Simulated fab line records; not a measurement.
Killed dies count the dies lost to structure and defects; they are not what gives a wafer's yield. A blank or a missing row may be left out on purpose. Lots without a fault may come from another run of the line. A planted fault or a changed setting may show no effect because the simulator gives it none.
Matching of chambers ; flow n5Finfet ; rieDiel-03 running N5_GATE_CUT_ETCH_19: 4 sister chambers
The step etches SiNx in CH3F/O2, target depth 53.7 nm, time 76.7 s. 4 wafers are shown with their chamber, then 12 later ones without.

## WAFERS WITH THEIR CHAMBER
wafer;chamber;showerheadPlenumPTorr (Torr)
L083.5;1;2.06
L085.1;2;2.03
L086.4;3;2.12
L086.6;0;2.00

## WAFERS WITH NO CHAMBER GIVEN
wafer;showerheadPlenumPTorr (Torr)
L090.1;1.99
L090.2;2.12
L090.3;2.06
L091.1;2.06
L091.3;1.99
L091.6;1.99
L093.1;2.05
L093.4;2.11
L093.6;2.02
L095.2;2.05
L095.4;1.99
L095.5;1.99

## THE CHAMBER EACH PASSED THROUGH
wafer;from the rows above;in truth
L090.1;0;0
L090.2;3;3
L090.3;1;1
L091.1;1;1
L091.3;0;0
L091.6;0;0
L093.1;can't be placed: 1 or 2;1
L093.4;3;3
L093.6;can't be placed: 2 or 0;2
L095.2;can't be placed: 1 or 2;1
L095.4;0;0
L095.5;0;0
Correct placement for 9 of the 12. Unplaceable from these rows: 3, with the true chamber sitting among the candidates in 3. Number placed wrongly: 0.
How it was worked out, from the rows above alone: a wafer's distance from a chamber is the root of the sum, over the readings, of the square of ((its reading less the chamber's mean) divided by the reading's scatter). The wafer belongs to the nearest chamber; if the next one is less than 2 further off, it can't be placed. For every chamber, the mean is computed from those of its wafers that are shown. The scatter (one wafer shown for each chamber): square how far every hidden wafer sits from the nearest shown wafer, average those squares and take the square root.
